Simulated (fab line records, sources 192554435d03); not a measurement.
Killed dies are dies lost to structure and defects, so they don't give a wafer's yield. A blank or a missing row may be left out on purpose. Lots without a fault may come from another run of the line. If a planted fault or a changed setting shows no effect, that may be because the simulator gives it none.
fab line records	flow n5_finfet	part 1 of 2: steps 1 to 18 of 27
record: lots: 5	wafers: 15	last_day: 16
route steps=1938 shown BEOL_M0_CUTY@702 BEOL_M0@715
lots with no fault: from the same line, run without faults
start_h: hours from the record's opening day to when the first of the lot's shown wafers began	wait_h: hours since the lot's step before	" same as the row above	L1.1+2: a row that stands for several wafers	- value missing, or start not given	* or withheld: withheld	< > ~ a bound
route shown NAME@n: a module of which the file shows steps, and the number in the route of the first	usual: the fault-free wafers' mean and standard deviation	same: alike in all rows	chamber/n: place in a boat	sites: the reading at each site	_std_site: their standard deviation	_edge_site: mean of outer sites minus mean of inner sites	radius_mm: how far each site lies from the wafer's centre	mask NAME#n: copy n	behind: the last tool/chamber to shape the wafer	hold: cause of the lot's hold/its duration in hours/its outcome	device: whichever transistor did not switch (one of n, p or np)	end of line: tests run on the same wafers once the route is complete	step lacking rows: just its recipe	killed: dies lost to structure and defects at the first sort, not the wafer's yield	map: a wafer's dies, x killed, . not, _ none there
set.NAME: the run value of the setting; set.NAME@STEP: its run value at that earlier step	model.NAME: the simulator's own value behind a step, which no gauge read
lots seen at some steps along the route; tables by step, rows by wafer
services: the hour from which a tool's chamber was out of use, counted from the record's first day as start_h (under 0 if before that day), plus the number of hours and why
== steps ==
step: N5_BEOL_M0_CUTY_COAT_51
recipe: resist: CAR-ArF-block	spin_rpm: 1500	resist_thk_nm: 150
lot.wafer	tool	chamber	start_h	wait_h
L079.1+4+5	litho_track-02	0	-	-
L083.1+2+6	litho_track-02	0	-	-
L090.3+4+5	litho_track-03	0	-	-
L091.2+4+6	litho_track-03	0	-	-
L092.3+4+5	litho_track-03	0	-	-
step: N5_BEOL_M0_CUTY_EBR_52
recipe: solvent: PGMEA	ebr_width_mm: 1.5
lot.wafer	tool	chamber	start_h	wait_h
L079.1+4+5	litho_track-02	0	-	-
L083.1+2+6	litho_track-02	0	-	-
L090.3+4+5	litho_track-03	0	-	-
L091.2+4+6	litho_track-03	0	-	-
L092.3+4+5	litho_track-03	0	-	-
step: N5_BEOL_M0_CUTY_SOFTBAKE_53
recipe: temp_c: 110	time_s: 60	resist: CAR-ArF-block
lot.wafer	tool	chamber	start_h	wait_h
L079.1+4+5	litho_track-02	0	-	-
L083.1+2+6	litho_track-02	0	-	-
L090.3+4+5	litho_track-03	0	-	-
L091.2+4+6	litho_track-03	0	-	-
L092.3+4+5	litho_track-03	0	-	-
step: N5_BEOL_M0_CUTY_EXPOSE_54
recipe: mask_id: M0_ABLK	na: 1.35	source_shape: conventional	sigma_outer: 0.8	polarization: unpolarized	dose_mj: 36
usual: focus_offset_nm: -0.2/0.54
lot.wafer	tool	chamber	start_h	wait_h	mask	focus_offset_nm
L079.1	arfi_scanner-03	0	144.06	-	M0_ABLK#0	-0.5
L079.4	"	0	"	"	M0_ABLK#0	-0.8
L079.5	"	0	"	"	M0_ABLK#0	-0.7
L083.1	arfi_scanner-02	0	170.24	-	M0_ABLK#0	-0.9
L083.2	"	0	"	"	M0_ABLK#0	-0.3
L083.6	"	0	"	"	M0_ABLK#0	-0.7
L090.3	arfi_scanner-01	0	215.06	-	M0_ABLK#0	0.1
L090.4	"	0	"	"	M0_ABLK#0	0.7
L090.5	"	0	"	"	M0_ABLK#0	-0.1
L091.2	arfi_scanner-01	0	218.06	-	M0_ABLK#0	-0.4
L091.4	"	0	"	"	M0_ABLK#0	0.3
L091.6	"	0	"	"	M0_ABLK#0	-0.8
L092.3	arfi_scanner-01	0	231.16	-	M0_ABLK#0	0.1
L092.4	"	0	"	"	M0_ABLK#0	0.6
L092.5	"	0	"	"	M0_ABLK#0	0.5
step: N5_BEOL_M0_CUTY_PEB_55
recipe: peb_temp_c: 110	peb_time_s: 60	resist: CAR-ArF-block
lot.wafer	tool	chamber	start_h	wait_h
L079.1+4+5	litho_track-02	0	144.12	0.1
L083.1+2+6	litho_track-02	0	170.30	0.1
L090.3+4+5	litho_track-04	0	215.11	0.0
L091.2+4+6	litho_track-02	0	218.11	0.0
L092.3+4+5	litho_track-02	0	231.21	0.0
step: N5_BEOL_M0_CUTY_DEVELOP_56
recipe: develop_time_s: 30	developer: TMAH	resist: CAR-ArF-block	rinse_liquid: diw	dry: air_spin	dev_temp_c: 23
lot.wafer	tool	chamber	start_h	wait_h
L079.1+4+5	litho_track-02	0	-	-
L083.1+2+6	litho_track-02	0	-	-
L090.3+4+5	litho_track-04	0	-	-
L091.2+4+6	litho_track-02	0	-	-
L092.3+4+5	litho_track-02	0	-	-
step: N5_BEOL_M0_CUTY_CD_MEAS_57
recipe: target_cd_nm: 200	landing_energy_ev: 500	detector: se_inlens	polarity: line
usual: cd_nm: 200.0/0.73
same: landing_energy_ev: 500
lot.wafer	tool	chamber	start_h	wait_h	cd_nm
L079.1	cd_sem-02	0	144.19	-	200.0
L079.4	"	0	"	"	200.1
L079.5	"	0	"	"	201.2
L083.1	cd_sem-02	0	170.36	-	199.9
L083.2	"	0	"	"	200.8
L083.6	"	0	"	"	200.5
L090.3	cd_sem-01	0	215.17	-	199.6
L090.4	"	0	"	"	200.9
L090.5	"	0	"	"	200.0
L091.2	cd_sem-03	0	218.18	-	200.6
L091.4	"	0	"	"	200.7
L091.6	"	0	"	"	199.9
L092.3	cd_sem-01	0	231.27	-	199.1
L092.4	"	0	"	"	198.7
L092.5	"	0	"	"	198.6
step: N5_BEOL_M0_CUTY_OVL_MEAS_58
recipe: points_per_wafer: 44
usual: M0_ABLK_OVL: 0.1/0.7
lot.wafer	tool	chamber	start_h	wait_h	M0_ABLK_OVL[nm]
L079.1	overlay-01	0	144.22	0.0	1.1
L079.4	"	0	"	"	1.0
L079.5	"	0	"	"	1.2
L083.1	overlay-01	0	170.39	0.0	-0.1
L083.2	"	0	"	"	-0.8
L083.6	"	0	"	"	-1.7
L090.3	overlay-01	0	215.20	0.0	0.0
L090.4	"	0	"	"	-0.6
L090.5	"	0	"	"	-0.2
L091.2	overlay-01	0	218.20	0.0	0.5
L091.4	"	0	"	"	0.6
L091.6	"	0	"	"	1.0
L092.3	overlay-02	0	231.30	0.0	0.4
L092.4	"	0	"	"	0.6
L092.5	"	0	"	"	-0.1
step: N5_BEOL_M0_CUTY_INSPECT_59
recipe: mode: adi	inspect_instrument: macro
usual: raw_defect_count: 1.8/1.3
lot.wafer	tool	chamber	start_h	wait_h	raw_defect_count
L079.1	defect_inspect-02	-	144.24	0.0	1
L079.4	"	-	"	"	0
L079.5	"	-	"	"	2
L083.1	defect_inspect-02	-	170.42	0.0	2
L083.2	"	-	"	"	2
L083.6	"	-	"	"	1
L090.3	defect_inspect-01	-	215.23	0.0	2
L090.4	"	-	"	"	2
L090.5	"	-	"	"	4
L091.2	defect_inspect-01	-	218.23	0.0	1
L091.4	"	-	"	"	5
L091.6	"	-	"	"	5
L092.3	defect_inspect-02	-	231.33	0.0	1
L092.4	"	-	"	"	3
L092.5	"	-	"	"	0
step: N5_BEOL_M0_CUTY_DESCUM_61
recipe: chemistry: O2	time_s: 7.9	source_power_w: 50	bias_power_w: 20	pressure_mtorr: 20	rf_frequency_hz: 2.712e+07	temp_c: 40	resist: CAR-ArF-block	o2_flow_sccm: 225
usual: drypump_motor_current_A: 5.9/0.4	oes_product_au: 0.75/0.089	rf_vpp_V: 243.1/1.2	showerhead_plenum_p_Torr: 2.08/0.065	throttle_valve_pct: 20.39/0.24
lot.wafer	tool	chamber	start_h	wait_h	drypump_motor_current_A	oes_product_au	rf_hours_counter_h	rf_vpp_V	showerhead_plenum_p_Torr	throttle_valve_pct
L079.1	rie_diel-03	2	144.28	0.0	5.4	0.68	229	242.9	2.05	20.35
L079.4	"	1	"	"	6.3	0.78	107	243.1	2.10	20.41
L079.5	"	2	"	"	5.4	0.68	-	244.2	2.05	20.34
L083.1	rie_diel-03	3	170.45	0.0	5.9	0.73	191	242.6	2.06	20.02
L083.2	"	0	"	"	6.3	0.67	235	243.7	2.07	20.61
L083.6	"	0	"	"	6.3	0.66	-	243.4	2.07	20.63
L090.3	rie_diel-02	0	215.26	0.0	6.4	0.74	160	239.2	1.90	20.43
L090.4	"	1	"	"	5.4	0.71	198	243.4	2.16	20.27
L090.5	"	3	"	"	6.0	0.83	-	241.9	2.02	20.43
L091.2	rie_diel-05	3	218.44	0.2	6.5	0.69	217	244.3	2.15	20.68
L091.4	"	2	"	"	5.5	0.90	30	242.6	2.03	20.03
L091.6	"	3	"	"	6.4	0.69	-	244.0	2.15	20.67
L092.3	rie_diel-05	3	231.36	0.0	6.5	0.69	221	245.9	2.15	20.67
L092.4	"	1	"	"	5.1	0.68	234	243.1	2.17	20.82
L092.5	"	2	"	"	5.5	0.90	-	242.6	2.03	20.05
step: N5_BEOL_M0_CUTY_ETCH_62
recipe: chemistry: CF4	target: SiARC	mask_material: CAR-ArF-block	time_s: 58.5	ion_energy_ev: 80	pressure_mtorr: 40	source_w: 545	bias_w: 36	Ar_flow_sccm: 100	cf4_flow_sccm: 100	ends: cleared
usual: cf4_flow_sccm: 100.0/0.31	drypump_motor_current_A: 5.9/0.4	etch_rf_on_time_s: 58.1/1.2	oes_product_au: 0.64/0.073	rf_vpp_V: 184.1/1.1	showerhead_plenum_p_Torr: 2.14/0.056	throttle_valve_pct: 15.61/0.19
lot.wafer	tool	chamber	start_h	wait_h	cf4_flow_sccm	drypump_motor_current_A	etch_rf_on_time_s	oes_product_au	rf_hours_counter_h	rf_vpp_V	showerhead_plenum_p_Torr	throttle_valve_pct
L079.1	rie_diel-03	2	144.31	0.0	100.0	5.5	56.9	0.59	229	183.8	2.11	15.66
L079.4	"	1	"	"	100.1	6.4	58.8	0.67	107	184.5	2.15	15.58
L079.5	"	2	"	"	100.2	5.4	57.0	0.59	-	183.3	2.11	15.70
L083.1	rie_diel-03	3	170.49	0.0	99.9	5.9	56.7	0.63	191	182.5	2.13	15.45
L083.2	"	0	"	"	99.8	6.3	59.4	0.58	235	184.3	2.11	15.84
L083.6	"	0	"	"	99.7	6.3	59.5	0.58	-	183.2	2.11	15.82
L090.3	rie_diel-02	0	215.29	0.0	100.5	6.3	57.7	0.64	160	181.5	1.96	15.70
L090.4	"	1	"	"	100.2	5.4	59.6	0.61	198	184.7	2.22	15.54
L090.5	"	3	"	"	100.2	6.0	57.0	0.72	-	184.7	2.07	15.61
L091.2	rie_diel-05	3	218.47	0.0	100.2	6.5	57.0	0.60	217	184.7	2.20	15.91
L091.4	"	2	"	"	100.4	5.5	59.5	0.75	30	184.1	2.10	15.27
L091.6	"	3	"	"	100.6	6.5	57.9	0.59	-	184.7	2.20	15.90
L092.3	rie_diel-05	3	231.39	0.0	100.2	6.5	56.7	0.60	221	185.4	2.20	15.92
L092.4	"	1	"	"	100.1	5.2	57.6	0.59	234	184.8	2.19	15.89
L092.5	"	2	"	"	99.9	5.5	58.8	0.74	-	183.8	2.09	15.28
step: N5_BEOL_M0_CUTY_ETCH_63
recipe: chemistry: N2/H2	target: SOC	target_depth_a: 827	overetch_a: 165	mask_material: SiARC	temp_c: 40	ion_energy_ev: 200	time_s: 124	pressure_mtorr: 30	source_w: 840	bias_w: 150	n2_flow_sccm: 200	h2_flow_sccm: 200
usual: drypump_motor_current_A: 5.9/0.4	oes_product_au: 0.62/0.068	rf_vpp_V: 523.8/2	showerhead_plenum_p_Torr: 2.54/0.072	throttle_valve_pct: 17.79/0.21
lot.wafer	tool	chamber	start_h	wait_h	drypump_motor_current_A	oes_product_au	rf_hours_counter_h	rf_vpp_V	showerhead_plenum_p_Torr	throttle_valve_pct
L079.1	rie_diel-03	2	144.36	0.0	5.4	0.55	229	523.4	2.49	17.80
L079.4	"	1	"	"	6.4	0.64	107	524.4	2.55	17.69
L079.5	"	2	"	"	5.5	0.56	-	523.0	2.49	17.81
L083.1	rie_diel-03	3	170.53	0.0	5.9	0.58	191	523.3	2.54	17.67
L083.2	"	0	"	"	6.3	0.56	235	522.4	2.51	17.95
L083.6	"	0	"	"	6.3	0.56	-	523.3	2.51	17.95
L090.3	rie_diel-02	0	215.34	0.0	6.3	0.61	160	518.5	2.33	17.93
L090.4	"	1	"	"	5.4	0.60	198	526.2	2.64	17.84
L090.5	"	3	"	"	6.0	0.68	-	522.8	2.46	17.77
L091.2	rie_diel-05	3	218.52	0.0	6.5	0.58	217	526.2	2.63	18.25
L091.4	"	2	"	"	5.5	0.73	30	521.4	2.48	17.41
L091.6	"	3	"	"	6.5	0.57	-	526.2	2.63	18.25
L092.3	rie_diel-05	3	231.44	0.0	6.5	0.57	221	527.4	2.63	18.26
L092.4	"	1	"	"	5.2	0.56	234	526.3	2.61	18.04
L092.5	"	2	"	"	5.5	0.73	-	523.4	2.48	17.42
step: N5_BEOL_M0_CUTY_STRIP_64
recipe: chemistry: N2/H2	temp_c: 40	n2_flow_sccm: 200	h2_flow_sccm: 200	rf_frequency_hz: 6e+07
lot.wafer	tool	chamber	start_h	wait_h
L079.1+4+5	rie_diel-03	2,1,2	144.47	0.1
L083.1+2+6	rie_diel-03	3,0,0	170.65	0.1
L090.3+4+5	rie_diel-02	0,1,3	215.45	0.1
L091.2+4+6	rie_diel-05	3,2,3	218.63	0.1
L092.3+4+5	rie_diel-05	3,1,2	231.55	0.1
step: N5_BEOL_M0_ETCH_138
recipe: chemistry: CH3F/O2	target_depth_a: 120	target: SiCN	time_s: 31.6	ion_energy_ev: 120	pressure_mtorr: 30	source_w: 395	bias_w: 75	Ar_flow_sccm: 150	CH3F_flow_sccm: 30	O2_flow_sccm: 20	ends: cleared
usual: drypump_motor_current_A: 5.9/0.41	etch_rf_on_time_s: 29.2/0.93	oes_product_au: 0.64/0.074	rf_vpp_V: 297.3/1.3	showerhead_plenum_p_Torr: 2.00/0.058	throttle_valve_pct: 16.33/0.2
lot.wafer	tool	chamber	start_h	wait_h	drypump_motor_current_A	etch_rf_on_time_s	oes_product_au	rf_hours_counter_h	rf_vpp_V	showerhead_plenum_p_Torr	throttle_valve_pct
L079.1	rie_diel-03	2	144.48	0.0	5.5	27.5	0.58	229	296.7	1.97	16.36
L079.4	"	1	"	"	6.3	28.4	0.67	107	298.0	2.02	16.35
L079.5	"	2	"	"	5.5	28.4	0.58	-	297.9	1.97	16.38
L083.1	rie_diel-03	3	170.66	0.0	5.9	29.9	0.62	191	296.6	1.99	16.13
L083.2	"	0	"	"	6.3	31.0	0.57	235	297.8	1.96	16.47
L083.6	"	0	"	"	6.3	31.1	0.57	-	297.6	1.96	16.48
L090.3	rie_diel-02	0	215.46	0.0	6.4	30.3	0.63	160	295.3	1.84	16.48
L090.4	"	1	"	"	5.4	30.6	0.61	198	298.4	2.09	16.30
L090.5	"	3	"	"	6.0	29.4	0.71	-	295.8	1.93	16.33
L091.2	rie_diel-05	3	218.64	0.0	6.5	28.5	0.60	217	298.8	2.07	16.66
L091.4	"	2	"	"	5.5	29.8	0.77	30	296.9	1.96	16.00
L091.6	"	3	"	"	6.5	28.4	0.60	-	299.2	2.07	16.65
L092.3	rie_diel-05	3	231.56	0.0	6.5	28.0	0.59	222	297.7	2.06	16.68
L092.4	"	1	"	"	5.2	29.2	0.58	234	298.1	2.06	16.66
L092.5	"	2	"	"	5.5	28.6	0.75	-	295.7	1.96	15.99
step: N5_BEOL_M0_HM_OPEN_105
recipe: chemistry: Cl2/BCl3	target_depth_a: 120	target: TiN	ion_energy_ev: 150	pressure_mtorr: 10	icp_w: 1000	bias_w: 126	Cl2_flow_sccm: 53.25	bcl3_flow_sccm: 21.75	Ar_flow_sccm: 25
usual: drypump_motor_current_A: 5.8/0.4	oes_ar_750_au: 0.70/0.073	oes_product_au: 0.70/0.074	throttle_valve_pct: 22.11/0.22
lot.wafer	tool	chamber	start_h	wait_h	drypump_motor_current_A	oes_ar_750_au	oes_product_au	rf_hours_counter_h	throttle_valve_pct
L079.1	rie_metal-02	0	144.81	0.3	5.7	0.65	0.64	124	22.06
L079.4	"	1	"	"	5.1	0.72	0.74	-	22.28
L079.5	"	0	"	"	5.7	0.65	0.64	-	22.05
L083.1	rie_metal-01	1	170.76	0.1	6.0	0.73	0.73	72	21.74
L083.2	"	0	"	"	6.1	0.61	0.62	106	22.31
L083.6	"	0	"	"	6.1	0.61	0.62	-	22.32
L090.3	rie_metal-02	0	215.61	0.1	5.7	0.64	0.64	-	22.07
L090.4	"	1	"	"	5.1	0.72	0.72	-	22.32
L090.5	"	1	"	"	5.1	0.71	0.73	-	22.30
L091.2	rie_metal-01	1	218.74	0.1	5.9	0.73	0.73	77	21.74
L091.4	"	0	"	"	6.1	0.60	0.62	-	22.33
L091.6	"	1	"	"	6.0	0.72	0.72	-	21.73
L092.3	rie_metal-01	1	231.71	0.1	6.0	0.72	0.72	-	21.75
L092.4	"	0	"	"	6.1	0.60	0.62	-	22.32
L092.5	"	1	"	"	6.0	0.72	0.72	-	21.75
step: N5_BEOL_M0_STRIP_140
recipe: chemistry: CF4	resist: SiARC	power_w: 300	bias_power_w: 75	pressure_mtorr: 50	cf4_flow_sccm: 150	rf_frequency_hz: 6e+07
usual: cf4_flow_sccm: 150.0/0.47	drypump_motor_current_A: 5.9/0.42	oes_product_au: 0.75/0.075	rf_vpp_V: 271.0/1.9	showerhead_plenum_p_Torr: 1.78/0.061	throttle_valve_pct: 13.61/0.21
lot.wafer	tool	chamber	start_h	wait_h	cf4_flow_sccm	drypump_motor_current_A	oes_product_au	rf_hours_counter_h	rf_vpp_V	showerhead_plenum_p_Torr	throttle_valve_pct
L079.1	rie_diel-05	0	145.07	0.2	150.4	5.7	0.70	210	272.3	1.85	13.54
L079.4	"	2	"	"	150.4	5.5	0.94	6	272.9	1.76	13.15
L079.5	"	2	"	"	150.3	5.5	0.94	-	272.4	1.76	13.15
L083.1	rie_diel-03	2	171.10	0.3	149.3	5.5	0.67	238	270.2	1.77	13.71
L083.2	"	3	"	"	150.6	5.9	0.71	192	271.8	1.78	13.46
L083.6	"	0	"	"	151.2	6.2	0.67	-	269.7	1.78	13.92
L090.3	rie_diel-05	3	215.73	0.1	150.2	6.5	0.68	216	273.5	1.83	13.86
L090.4	"	1	"	"	150.0	5.1	0.68	228	272.0	1.83	13.85
L090.5	"	2	"	"	150.2	5.5	0.88	-	271.5	1.75	13.19
L091.2	rie_diel-05	0	218.91	0.1	149.5	5.8	0.69	235	272.8	1.84	13.60
L091.4	"	2	"	"	150.1	5.5	0.88	30	270.1	1.75	13.19
L091.6	"	3	"	"	149.2	6.5	0.68	-	272.5	1.83	13.88
L092.3	rie_diel-02	1	231.83	0.1	149.4	5.4	0.72	205	273.8	1.84	13.49
L092.4	"	2	"	"	149.4	5.8	0.91	10	271.3	1.77	13.39
L092.5	"	2	"	"	149.3	5.7	0.92	-	270.0	1.77	13.37
step: N5_BEOL_M0_STRIP_104
recipe: chemistry: N2/H2	power_w: 450	temp_c: 40	pressure_mtorr: 20	rf_frequency_hz: 6e+07	overash_fraction: 0.3	bias_power_w: 7	h2_frac: 0.5	n2_flow_sccm: 200	h2_flow_sccm: 200
usual: drypump_motor_current_A: 5.9/0.42	oes_product_au: 0.75/0.081	rf_vpp_V: 59.1/1.4	showerhead_plenum_p_Torr: 2.53/0.095	throttle_valve_pct: 23.62/0.22
lot.wafer	tool	chamber	start_h	wait_h	drypump_motor_current_A	oes_product_au	rf_hours_counter_h	rf_vpp_V	showerhead_plenum_p_Torr	throttle_valve_pct
L079.1	rie_diel-05	0	145.09	0.0	5.8	0.70	210	62.1	2.61	23.53
L079.4	"	2	"	"	5.5	0.97	6	60.9	2.49	23.18
L079.5	"	2	"	"	5.5	0.97	-	58.6	2.49	23.16
L083.1	rie_diel-03	2	171.12	0.0	5.5	0.68	238	58.1	2.48	23.64
L083.2	"	3	"	"	6.0	0.72	192	59.6	2.54	23.40
L083.6	"	0	"	"	6.3	0.66	-	60.3	2.50	23.62
L090.3	rie_diel-05	3	215.75	0.0	6.5	0.69	216	57.7	2.63	24.08
L090.4	"	1	"	"	5.1	0.69	228	59.7	2.61	23.65
L090.5	"	2	"	"	5.5	0.90	-	58.1	2.48	23.20
L091.2	rie_diel-05	0	218.93	0.0	5.7	0.68	235	59.5	2.60	23.55
L091.4	"	2	"	"	5.5	0.91	30	59.9	2.48	23.22
L091.6	"	3	"	"	6.5	0.69	-	59.0	2.63	24.08
L092.3	rie_diel-02	1	231.85	0.0	5.4	0.70	205	60.1	2.64	23.69
L092.4	"	2	"	"	5.8	0.94	10	58.0	2.48	23.57
L092.5	"	2	"	"	5.8	0.94	-	56.0	2.48	23.56
step: N5_BEOL_M0_WET_ETCH_106
recipe: chemistry: DHF	dilution: 10:1	temp_c: 25	target: SiO2	target_depth_a: 1300	dry: ipa_marangoni	rinse_time_s: 30	rinse_temp_c: 23
same: rinse_time_s: 30
lot.wafer	tool	chamber	start_h	wait_h
L079.1+4+5	wet_bench-06	2,1,3	145.16	-
L083.1+2+6	wet_bench-06	6,4,2	171.19	-
L090.3+4+5	wet_bench-06	3,7,2	215.82	-
L091.2+4+6	wet_bench-03	1,6,4	219.00	-
L092.3+4+5	wet_bench-01	0,3,5	231.92	-
